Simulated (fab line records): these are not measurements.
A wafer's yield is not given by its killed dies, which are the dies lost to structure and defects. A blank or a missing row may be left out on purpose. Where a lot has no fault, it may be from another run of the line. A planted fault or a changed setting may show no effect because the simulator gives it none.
Which tool did it? ; flow n5-finfet ; at 1 step of a route of 1938, 24 lots with 72 wafers sampled

== WHAT THE GAUGES SHOWED, per wafer ==
N5_BEOL_M0_CUTY_INSPECT_59: inspects for defects (macro).
lot;measured;on;raw-defect-count
L074;day 5 16:09;defect-inspect-02;2 3 5
L075;day 6 00:43;defect-inspect-02;4 4 0
L076;day 6 08:05;defect-inspect-01;1 0 3
L077;day 6 15:22;defect-inspect-01;0 4 1
L078;day 6 19:59;defect-inspect-01;4 2 2
L079;day 7 01:09;defect-inspect-02;2 2 4
L080;day 7 01:38;defect-inspect-01;0 4 1
L081;day 7 13:28;defect-inspect-01;2 1 0
L082;day 7 20:28;defect-inspect-02;4 2 3
L083;day 8 02:31;defect-inspect-02;0 1 5
L084;day 8 07:18;defect-inspect-02;0 2 2
L085;day 8 13:05;defect-inspect-01;1 3 2
L086;day 8 15:08;defect-inspect-01;0 3 1
L087;day 8 21:59;defect-inspect-02;2 2 2
L088;day 9 09:38;defect-inspect-01;2 2 3
L089;day 9 13:37;defect-inspect-01;2 1 4
L090;day 9 17:15;defect-inspect-01;1 3 1
L091;day 10 01:06;defect-inspect-02;1 1 2
L092;day 10 06:23;defect-inspect-01;3 3 2
L093;day 10 12:22;defect-inspect-02;2 3 2
L094;day 10 18:52;defect-inspect-01;2 1 4
L095;day 11 03:37;defect-inspect-02;1 1 0
L097;day 11 11:44;defect-inspect-01;1 1 2
L096;day 11 14:54;defect-inspect-02;4 2 2

== EACH LOT AND THE TOOL THAT RAN IT (in order: tool; ch and the chambers of the sampled wafers; start) ==
Record: no process step prior to these readings.

== WHAT THE TOOLS THEMSELVES READ (means of the sampled wafers that have a number; where no wafer has one, the mark that the record gives instead) ==
The record holds no such reading with a usual standard deviation.

== THE ANSWER, worked out from the rows above alone ==
Rule: what is usual is taken from the lots themselves. The widest of any qualifying gaps counts: lots, ordered by their means at a reading, are off when they make up no more than a third of the lots, leave a main group of 4 or more, and stand apart from it by 3 or more times the standard deviation of that group's means. Not used: any main group whose means are identical at the precision the tables above print for the reading. A lot without any number at a reading at which 4 lots or more have one is off too. The other lots that the step has rows for count as sound. First the gauges in route order, then the tools' own readings, where a lot's mean is used as printed above. The first step at which some lot is off is used, and at that step the reading that is off furthest; a lot without a number counts as furthest.
None of the lots is off at any reading shown; this tells nothing.

== WHAT WAS PUT IN BY THE SIMULATOR ==
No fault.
